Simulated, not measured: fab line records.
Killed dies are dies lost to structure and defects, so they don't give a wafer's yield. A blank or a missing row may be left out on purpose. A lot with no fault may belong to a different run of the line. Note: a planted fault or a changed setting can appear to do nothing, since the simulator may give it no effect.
Which tool was responsible? ; flow nand_harc ; 66 wafers from 22 lots sampled at 6 of the route's 1302 steps

== WHAT THE GAUGES SHOWED, per wafer ==
The record holds no reading of a measuring or inspecting step that can be judged against a usual standard deviation.

== WHICH TOOL RAN EACH LOT (tool, then ch and the chambers of the sampled wafers, then the start) ==
lot;NHARC_A_STAIRCASE_DEP_325;NHARC_A_SGD_CUT_ETCH_15;NHARC_A_SGD_CUT_ETCHBACK_24;NHARC_A_SLIT_DEP_23;NHARC_A_SLIT_ETCH_24;NHARC_A_WL_FILL_RTA_01
L075;pecvd-03 ch 1,2, day 18 05:43;rie_diel-06 ch 2,3, day 19 05:07 or earlier;rie_diel-10 ch 0,2,3, day 19 05:07;pecvd-04 ch 0,1,2, day 19 12:14;rie_diel-02 ch 0,1, day 19 13:16;rtp_anneal-01 ch 0, day 20 02:59
L076;pecvd-01 ch 0,1, day 18 20:34;rie_diel-08 ch 0,2,3, day 19 21:41 or earlier;rie_diel-08 ch 0,1,2, day 19 21:41;pecvd-01 ch 0,1, day 20 04:51;rie_diel-13 ch 0,1,2, day 20 05:49;rtp_anneal-02 ch 0, day 20 20:02
L078;pecvd-03 ch 0,1,2, day 20 02:31;rie_diel-08 ch 0,1, day 21 03:14 or earlier;rie_diel-06 ch 0,2,3, day 21 03:14;pecvd-04 ch 0,1,2, day 21 13:47;rie_diel-02 ch 0,3, day 21 14:44;rtp_anneal-01 ch 0, day 22 03:13
L077;pecvd-01 ch 0,2, day 20 02:43;rie_diel-10 ch 1,2, day 21 03:14 or earlier;rie_diel-10 ch 2,3, day 21 03:14;pecvd-03 ch 1,2, day 21 13:07;rie_diel-13 ch 0,1,2, day 21 14:02;rtp_anneal-01 ch 0, day 22 03:25
L079;pecvd-03 ch 0,1, day 20 13:56;rie_diel-10 ch 2,3, day 21 13:41 or earlier;rie_diel-06 ch 1,2,3, day 21 13:41;pecvd-03 ch 0,1,2, day 21 22:32;rie_diel-02 ch 0,1, day 21 23:23;rtp_anneal-01 ch 0, day 22 13:46
L081;pecvd-02 ch 0,1,2, day 21 09:58;rie_diel-08 ch 0,1,3, day 22 12:39 or earlier;rie_diel-10 ch 1,2,3, day 22 12:39;pecvd-04 ch 0,1,2, day 22 17:05;rie_diel-09 ch 0,1,2, day 22 18:02;rtp_anneal-01 ch 0, day 23 07:17
L080;pecvd-03 ch 0,1,2, day 21 16:58;rie_diel-08 ch 0,2,3, day 22 22:35 or earlier;rie_diel-10 ch 0,3, day 22 22:35;pecvd-01 ch 0,1,2, day 23 06:05;rie_diel-13 ch 0,2,3, day 23 06:59;rtp_anneal-01 ch 0, day 24 00:05
L082;pecvd-02 ch 0,2, day 21 17:08;rie_diel-10 ch 0,3, day 22 22:33 or earlier;rie_diel-08 ch 0,1,3, day 22 22:33;pecvd-03 ch 0,1,2, day 23 06:04;rie_diel-09 ch 1,3, day 23 07:06;rtp_anneal-01 ch 0, day 23 20:18
L083;pecvd-01 ch 0,2, day 22 06:26;rie_diel-08 ch 1,2, day 23 05:05 or earlier;rie_diel-06 ch 1,2, day 23 05:05;pecvd-03 ch 0,1,2, day 23 11:20;rie_diel-09 ch 0,1,2, day 23 12:17;rtp_anneal-02 ch 0, day 24 04:50
L084;pecvd-01 ch 1,2, day 22 16:55;rie_diel-06 ch 2,3, day 23 17:14 or earlier;rie_diel-10 ch 0,2, day 23 17:14;pecvd-04 ch 0,2, day 23 21:41;rie_diel-13 ch 0,1, day 23 22:39;rtp_anneal-01 ch 0, day 24 12:02
L085;pecvd-03 ch 0,1,2, day 23 05:19;rie_diel-10 ch 1,2,3, day 24 10:12 or earlier;rie_diel-08 ch 0,1,2, day 24 10:12;pecvd-01 ch 1,2, day 24 17:55;rie_diel-09 ch 1,2,3, day 24 18:56;rtp_anneal-01 ch 0, day 25 08:13
L086;pecvd-01 ch 0,1,2, day 23 05:30;rie_diel-06 ch 1,2,3, day 24 03:35 or earlier;rie_diel-08 ch 0,1,2, day 24 03:35;pecvd-04 ch 0,1,2, day 24 10:33;rie_diel-09 ch 0,1,2, day 24 11:27;rtp_anneal-02 ch 0, day 25 00:12
L088;pecvd-02 ch 0,2, day 25 01:17;rie_diel-06 ch 1,2,3, day 26 02:17 or earlier;rie_diel-08 ch 1,3, day 26 02:17;pecvd-01 ch 0,1,2, day 26 10:28;rie_diel-09 ch 0,1,2, day 26 11:23;rtp_anneal-01 ch 0, day 27 01:52
L089;pecvd-02 ch 0,2, day 25 04:46;rie_diel-10 ch 1,3, day 26 02:19 or earlier;rie_diel-06 ch 1,2, day 26 02:19;pecvd-01 ch 0,1,2, day 26 06:44;rie_diel-02 ch 0,2,3, day 26 07:40;rtp_anneal-01 ch 0, day 26 20:52
L091;pecvd-03 ch 0,1,2, day 25 04:47;rie_diel-06 ch 0,2,3, day 26 02:29 or earlier;rie_diel-06 ch 1,2,3, day 26 02:29;pecvd-03 ch 0,2, day 26 07:18;rie_diel-09 ch 0,1,3, day 26 08:15;rtp_anneal-02 ch 0, day 27 02:00
L090;pecvd-01 ch 1,2, day 25 04:49;rie_diel-08 ch 1,2, day 26 02:24 or earlier;rie_diel-06 ch 0,3, day 26 02:24;pecvd-04 ch 0,2, day 26 07:08;rie_diel-13 ch 0,2, day 26 08:04;rtp_anneal-02 ch 0, day 26 20:56
L094;pecvd-03 ch 0,1,2, day 26 09:33;rie_diel-08 ch 0,3, day 27 09:34 or earlier;rie_diel-08 ch 1,2,3, day 27 09:34;pecvd-01 ch 0,2, day 27 13:58;rie_diel-02 ch 0,1,3, day 27 14:53;rtp_anneal-01 ch 0, day 28 04:22
L092;pecvd-02 ch 0,2, day 26 09:33;rie_diel-10 ch 1,2,3, day 27 09:35 or earlier;rie_diel-10 ch 1,2,3, day 27 09:35;pecvd-04 ch 0,1, day 27 13:58;rie_diel-13 ch 0,3, day 27 15:02;rtp_anneal-01 ch 0, day 28 04:32
L093;pecvd-02 ch 0,2, day 27 04:02;rie_diel-06 ch 0,3, day 28 04:29 or earlier;rie_diel-10 ch 0,3, day 28 04:29;pecvd-03 ch 0,2, day 28 13:35;rie_diel-13 ch 0,1,2, day 28 14:31;rtp_anneal-01 ch 0, day 29 04:35
L095;pecvd-02 ch 0,2, day 27 14:18;rie_diel-08 ch 0,1,2, day 28 15:46 or earlier;rie_diel-10 ch 1,2, day 28 15:46;pecvd-03 ch 0,2, day 28 22:30;rie_diel-02 ch 2,3, day 28 23:18;rtp_anneal-01 ch 0, day 29 12:24
L096;pecvd-01 ch 0,1,2, day 27 14:25;rie_diel-06 ch 2,3, day 28 15:50 or earlier;rie_diel-10 ch 2,3, day 28 15:50;pecvd-03 ch 0,2, day 29 00:14;rie_diel-13 ch 0,1, day 29 01:11;rtp_anneal-01 ch 0, day 29 14:21
L097;pecvd-02 ch 1,2, day 28 00:37;rie_diel-10 ch 0,1,3, day 28 22:59 or earlier;rie_diel-08 ch 0,2, day 28 22:59;pecvd-04 ch 0,2, day 29 08:10;rie_diel-13 ch 0,1,2, day 29 08:58;rtp_anneal-02 ch 0, day 29 22:10
- NHARC_A_STAIRCASE_DEP_325: deposits SiO2, target thk 7200 nm.
- NHARC_A_SGD_CUT_ETCH_15: etches the open film in CH3F/O2, target depth 75 nm, time 64.3 s.
- NHARC_A_SGD_CUT_ETCHBACK_24: etches the open film in CH3F/O2, target depth 50 nm, time 92.857 s.
- NHARC_A_SLIT_DEP_23: deposits SiON, target thk 100 nm.
- NHARC_A_SLIT_ETCH_24: etches the open film in CF4/CHF3, target depth 121 nm, time 60.5 s.
- NHARC_A_WL_FILL_RTA_01: time 5 s.

== WHAT THE TOOLS THEMSELVES READ (means of the sampled wafers that have a number; where no wafer has one, the mark that the record gives instead) ==
NHARC_A_STAIRCASE_DEP_325. Usual: heater_power_w at 623 W, with a standard deviation of 130.
lot;tool;heater_power_w (W);flag
L075;pecvd-03;623;
L076;pecvd-01;776;
L078;pecvd-03;619;
L077;pecvd-01;597;
L079;pecvd-03;504;
L081;pecvd-02;675;
L080;pecvd-03;570;
L082;pecvd-02;555;
L083;pecvd-01;681;
L084;pecvd-01;632;
L085;pecvd-03;659;
L086;pecvd-01;633;
L088;pecvd-02;577;
L089;pecvd-02;560;
L091;pecvd-03;605;
L090;pecvd-01;484;
L094;pecvd-03;629;
L092;pecvd-02;535;
L093;pecvd-02;595;
L095;pecvd-02;568;
L096;pecvd-01;640;
L097;pecvd-02;673;

NHARC_A_SGD_CUT_ETCH_15. Usual: value, then standard deviation, for each; chamber_pressure_mTorr 25.00 mTorr / 0.032; drypump_motor_current_A 6.0 A / 0.4; o2_flow_sccm 30.01 sccm / 0.093; oes_product_au 0.962 a.u. / 0.018; rf_vpp_V 264.0 V / 1.8; showerhead_plenum_p_Torr 2.47 Torr / 0.1; throttle_valve_pct 20.663 % / 0.0086.
lot;tool;chamber_pressure_mTorr (mTorr);drypump_motor_current_A (A);o2_flow_sccm (sccm);oes_product_au (a.u.);rf_vpp_V (V);showerhead_plenum_p_Torr (Torr);throttle_valve_pct (%);flag
L075;rie_diel-06;25.00;6.5;30.03;0.972;263.7;2.48;20.656;
L076;rie_diel-08;25.00;5.8;30.01;0.959;263.5;2.45;20.661;
L078;rie_diel-08;24.99;5.7;29.94;0.960;261.4;2.32;20.670;
L077;rie_diel-10;25.02;6.2;29.97;0.933;263.9;2.44;20.659;
L079;rie_diel-10;25.01;5.9;30.03;0.966;263.4;2.44;20.665;
L081;rie_diel-08;24.99;6.0;30.04;0.973;263.9;2.43;20.654;
L080;rie_diel-08;24.99;5.8;30.02;0.982;263.2;2.45;20.665;
L082;rie_diel-10;25.01;5.6;30.03;0.980;266.2;2.57;20.660;
L083;rie_diel-08;25.02;5.8;30.06;0.948;263.3;2.41;20.668;
L084;rie_diel-06;24.99;6.5;29.96;0.967;264.1;2.48;20.655;
L085;rie_diel-10;25.01;6.0;30.00;0.933;263.8;2.44;20.664;
L086;rie_diel-06;25.01;6.1;30.05;0.969;265.4;2.51;20.662;
L088;rie_diel-06;25.01;6.1;29.99;0.940;264.5;2.51;20.674;
L089;rie_diel-10;25.01;6.1;30.04;0.966;264.6;2.50;20.667;
L091;rie_diel-06;24.99;6.2;30.02;0.974;263.7;2.49;20.667;
L090;rie_diel-08;25.03;5.8;29.98;0.945;263.5;2.41;20.663;
L094;rie_diel-08;24.99;5.8;29.94;0.931;262.5;2.40;20.659;
L092;rie_diel-10;25.02;6.1;30.04;0.964;263.3;2.44;20.668;
L093;rie_diel-06;25.00;5.8;30.13;0.967;264.7;2.50;20.664;
L095;rie_diel-08;25.01;5.8;30.02;0.957;262.2;2.36;20.665;
L096;rie_diel-06;24.99;6.3;30.06;0.978;264.1;2.50;20.671;
L097;rie_diel-10;24.98;5.8;29.93;0.967;264.9;2.53;20.652;

NHARC_A_SGD_CUT_ETCHBACK_24. Usual: value, then standard deviation, for each; chamber_pressure_mTorr 25.000 mTorr / 0.028; drypump_motor_current_A 5.9 A / 0.38; o2_flow_sccm 30.00 sccm / 0.097; oes_product_au 0.98 a.u. / 0.033; rf_vpp_V 244.4 V / 1.8; showerhead_plenum_p_Torr 2.47 Torr / 0.11; throttle_valve_pct 20.665 % / 0.0087.
lot;tool;chamber_pressure_mTorr (mTorr);drypump_motor_current_A (A);o2_flow_sccm (sccm);oes_product_au (a.u.);rf_vpp_V (V);showerhead_plenum_p_Torr (Torr);throttle_valve_pct (%);flag
L075;rie_diel-10;25.033;5.8;29.93;1.01;244.5;2.47;20.663;
L076;rie_diel-08;24.990;5.8;29.98;0.93;241.7;2.36;20.661;
L078;rie_diel-06;25.009;6.2;30.01;0.99;244.2;2.49;20.671;
L077;rie_diel-10;24.996;5.9;30.01;0.94;243.9;2.44;20.663;
L079;rie_diel-06;24.978;6.1;30.01;1.00;245.5;2.51;20.659;
L081;rie_diel-10;25.027;6.0;30.02;1.01;243.7;2.44;20.668;
L080;rie_diel-10;24.997;5.5;30.08;0.94;245.8;2.57;20.663;
L082;rie_diel-08;24.990;6.0;29.98;0.96;243.7;2.43;20.646;
L083;rie_diel-06;25.008;6.3;29.99;1.00;245.6;2.49;20.667;
L084;rie_diel-10;24.993;5.8;29.97;1.00;242.4;2.41;20.664;
L085;rie_diel-08;25.009;5.8;30.03;1.00;242.9;2.36;20.671;
L086;rie_diel-08;24.997;5.8;30.00;1.00;243.4;2.36;20.668;
L088;rie_diel-08;25.010;6.3;29.97;1.00;244.7;2.53;20.680;
L089;rie_diel-06;24.994;5.9;30.10;0.99;245.2;2.52;20.668;
L091;rie_diel-06;24.938;6.1;30.05;0.94;244.4;2.51;20.660;
L090;rie_diel-06;25.016;6.0;30.06;1.01;246.1;2.52;20.665;
L094;rie_diel-08;25.006;6.0;29.92;0.93;244.8;2.47;20.671;
L092;rie_diel-10;24.995;6.0;30.00;0.92;244.1;2.44;20.659;
L093;rie_diel-10;24.998;5.7;30.13;1.00;245.9;2.54;20.661;
L095;rie_diel-10;25.014;6.1;30.00;1.00;243.5;2.37;20.664;
L096;rie_diel-10;25.007;5.9;29.94;0.99;243.0;2.38;20.666;
L097;rie_diel-08;25.015;5.6;30.04;1.01;242.9;2.38;20.665;

NHARC_A_SLIT_DEP_23. Usual: heater_power_w 737 W, standard deviation 120; showerhead_vpp_V 1132 V, standard deviation 64.
lot;tool;heater_power_w (W);showerhead_vpp_V (V);flag
L075;pecvd-04;742;1139;
L076;pecvd-01;714;1142;
L078;pecvd-04;803;1139;
L077;pecvd-03;751;1135;
L079;pecvd-03;714;1106;
L081;pecvd-04;773;1146;
L080;pecvd-01;751;1157;
L082;pecvd-03;710;1116;
L083;pecvd-03;719;1102;
L084;pecvd-04;756;1215;
L085;pecvd-01;707;1138;
L086;pecvd-04;742;1140;
L088;pecvd-01;741;1162;
L089;pecvd-01;779;1156;
L091;pecvd-03;612;1091;
L090;pecvd-04;778;1188;
L094;pecvd-01;786;1182;
L092;pecvd-04;797;1111;
L093;pecvd-03;638;1093;
L095;pecvd-03;778;1096;
L096;pecvd-03;690;1085;
L097;pecvd-04;732;1189;

NHARC_A_SLIT_ETCH_24. Usual: chamber_pressure_mTorr 25.005 mTorr, standard deviation 0.023; drypump_motor_current_A 5.8 A, standard deviation 0.54; oes_product_au 0.960 a.u., standard deviation 0.014; rf_vpp_V 370.4 V, standard deviation 2; showerhead_plenum_p_Torr 1.57 Torr, standard deviation 0.056; throttle_valve_pct 16.802 %, standard deviation 0.0086.
lot;tool;chamber_pressure_mTorr (mTorr);drypump_motor_current_A (A);oes_product_au (a.u.);rf_vpp_V (V);showerhead_plenum_p_Torr (Torr);throttle_valve_pct (%);flag
L075;rie_diel-02;25.010;5.5;0.946;369.4;1.52;16.804;
L076;rie_diel-13;25.006;5.7;0.966;371.4;1.60;16.802;
L078;rie_diel-02;24.980;5.9;0.955;368.1;1.50;16.812;
L077;rie_diel-13;25.003;5.7;0.959;370.8;1.60;16.808;
L079;rie_diel-02;25.013;5.5;0.936;368.8;1.52;16.805;
L081;rie_diel-09;25.005;6.2;0.971;370.4;1.57;16.808;
L080;rie_diel-13;24.986;5.6;0.957;371.1;1.59;16.799;
L082;rie_diel-09;25.025;6.2;0.973;370.9;1.58;16.807;
L083;rie_diel-09;24.992;6.2;0.971;370.1;1.57;16.801;
L084;rie_diel-13;24.998;5.9;0.957;370.4;1.56;16.800;
L085;rie_diel-09;25.013;6.2;0.966;370.5;1.57;16.802;
L086;rie_diel-09;25.001;6.2;0.955;370.7;1.57;16.804;
L088;rie_diel-09;25.029;6.2;0.968;371.3;1.57;16.802;
L089;rie_diel-02;24.990;6.1;0.962;369.9;1.56;16.803;
L091;rie_diel-09;24.995;6.3;0.968;369.3;1.54;16.800;
L090;rie_diel-13;25.001;5.9;0.967;370.6;1.56;16.804;
L094;rie_diel-02;25.009;5.7;0.962;368.2;1.51;16.809;
L092;rie_diel-13;25.008;5.4;0.959;372.3;1.59;16.796;
L093;rie_diel-13;24.995;5.7;0.953;370.9;1.60;16.797;
L095;rie_diel-02;24.991;5.7;0.973;370.0;1.56;16.801;
L096;rie_diel-13;24.998;5.7;0.967;371.5;1.60;16.807;
L097;rie_diel-13;25.007;5.7;0.964;371.9;1.60;16.796;

NHARC_A_WL_FILL_RTA_01. Usual: lamp_power_pct 31 %, standard deviation 3.4; wafer_temp_C_max 1004.9, standard deviation 2.
lot;tool;lamp_power_pct (%);wafer_temp_C_max;flag
L075;rtp_anneal-01;33;1003.6;
L076;rtp_anneal-02;26;1006.6;
L078;rtp_anneal-01;33;1004.0;
L077;rtp_anneal-01;33;1003.7;
L079;rtp_anneal-01;33;1004.1;
L081;rtp_anneal-01;33;1004.5;
L080;rtp_anneal-01;33;1003.9;
L082;rtp_anneal-01;33;1004.0;
L083;rtp_anneal-02;26;1007.5;
L084;rtp_anneal-01;33;1003.7;
L085;rtp_anneal-01;33;1004.2;
L086;rtp_anneal-02;26;1007.3;
L088;rtp_anneal-01;33;1003.2;
L089;rtp_anneal-01;33;1003.7;
L091;rtp_anneal-02;26;1009.1;
L090;rtp_anneal-02;26;1007.7;
L094;rtp_anneal-01;33;1003.7;
L092;rtp_anneal-01;33;1003.5;
L093;rtp_anneal-01;33;1003.3;
L095;rtp_anneal-01;33;1004.6;
L096;rtp_anneal-01;33;1003.2;
L097;rtp_anneal-02;26;1007.0;

== THE ANSWER, worked out from the rows above alone ==
Rule: a lot counts as off when the mean over its wafers that have a number is more than 3 standard deviations away from the usual mean. A lot without any number at a reading at which 4 lots or more have one is off too. Where the step has rows for the other lots, those lots are counted as sound. The gauges are gone through in route order, then the tools' own readings, and for those a lot's mean is taken as printed above. The first step at which some lot is off is used, and at that step the reading that is off furthest; a lot without a number counts as furthest.
No lot is off on any of the readings shown, so nothing can be concluded from this.

== WHAT HAD BEEN PUT IN BY THE SIMULATOR ==
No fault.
